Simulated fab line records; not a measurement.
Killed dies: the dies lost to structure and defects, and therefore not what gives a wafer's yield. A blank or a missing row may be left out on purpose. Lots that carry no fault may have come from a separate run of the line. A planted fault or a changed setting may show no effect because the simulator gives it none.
Split-lot study	flow n5 finfet	21 wafers read from 7 lots, route of 1938 steps

== SPLIT DETAILS ==
At N5_BEOL_M0_ETCH_128 (etches SiCN in CF4/N2, target depth 12 nm, overetch 5.1 nm, time 21.4 s), the setting source w was moved away from the recipe's 430 W on 9 of the 21 wafers read, by -17.3% to +7.1%. All remaining wafers had this setting at the recipe value.

The reading is taken at the split's own step.

== THE READING ==
rf vpp V, in V, at N5_BEOL_M0_ETCH_128 (etches SiCN in CF4/N2, target depth 12 nm, overetch 5.1 nm, time 21.4 s). Fault-free wafers of this fab line usually give 382.6 V, standard deviation 1.9 V.

wafer	tool, chamber at the split	source w as run, W	against the recipe	rf vpp V, V	against lot-mates on the recipe
L074.1	rie diel-02, 2	430	recipe	385.4	-
L074.2	rie diel-02, 3	430	recipe	382.3	-
L074.5	rie diel-02, 3	430	recipe	381.1	-
L078.1	rie diel-05, 2	430	recipe	385.3	-
L078.3	rie diel-05, 1	355.8	-17.3%	406.0	+20.7
L078.6	rie diel-05, 1	355.8	-17.3%	407.3	+22.0
L080.1	rie diel-05, 2	430	recipe	384.1	-
L080.4	rie diel-05, 0	430	recipe	379.3	-
L080.5	rie diel-05, 3	430	recipe	380.8	-
L083.3	rie diel-02, 2	460.4	+7.1%	377.1	no lot-mate on the recipe
L083.5	rie diel-02, 3	460.4	+7.1%	374.1	no lot-mate on the recipe
L083.6	rie diel-02, 0	460.4	+7.1%	375.1	no lot-mate on the recipe
L085.1	rie diel-06, 0	430	recipe	381.1	-
L085.5	rie diel-06, 2	450.8	+4.8%	379.5	-1.6
L085.6	rie diel-06, 1	450.8	+4.8%	377.6	-3.5
L088.2	rie diel-02, 1	365.5	-15.0%	402.5	+20.5
L088.5	rie diel-02, 1	430	recipe	382.0	-
L088.6	rie diel-02, 0	365.5	-15.0%	403.3	+21.3
L097.1	rie diel-05, 2	430	recipe	384.3	-
L097.2	rie diel-05, 1	430	recipe	381.9	-
L097.6	rie diel-05, 3	430	recipe	381.3	-

THE FIT
A straight line over all 21 wafers: rf vpp V changes by -1.3 V for each +1% of source w; r = -0.98; the points scatter about the line by 1.9 V.
The same after taking each lot's own level away (the mean of its wafers on the recipe; 18 wafers): -1.24 V for each +1%; r = -0.98; scatter 1.9 V.
The reading moves by 21 V for the largest change in source w, on that fit.
Measured against the standard deviation above, the lots' own levels, which go from 381.10 to 385.30 V, span 2.2 times it.
So the lot-to-lot level changes the slope little: the two slopes agree.
Check: for one of the wafers moved furthest among these (-17.3%), held out of the fit, the line's prediction against its lot-mates is +22.5 V. Against them it came out at +20.7 V.
Tool readings at the split's step, against how far the setting was moved: rf vpp V r = -0.98.

== THE OTHER SPLITS THESE WAFERS WENT THROUGH ==
Note: prior to the reading, these wafers also went through further splits. Each is held against what the fit with the lots' levels taken away leaves over:
other split on the same wafers	wafers away from the commonest value	r with rf vpp V (lot level and that fit taken away)
N5_MOL_CONTACT_COAG_COAT_58 spin rpm	10	-0.51
N5_MOL_CONTACT_COAG_ETCH_105 bias w	10	+0.05
N5_MOL_CONTACT_COAG_COAT_64 spin rpm	6	-0.38
N5_MOL_CONTACT_COAG_EXPOSE_37 dose mj	4	-0.13
N5_MOL_CONTACT_COAG_ETCHBACK_136 target depth a	5	+0.13
N5_MOL_CONTACT_COAG_CVD_140 target thk a	7	+0.06

== THE FILE'S OWN FIT ==
rf vpp V changes by -1.27 V for each +1% of source w, r = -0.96.
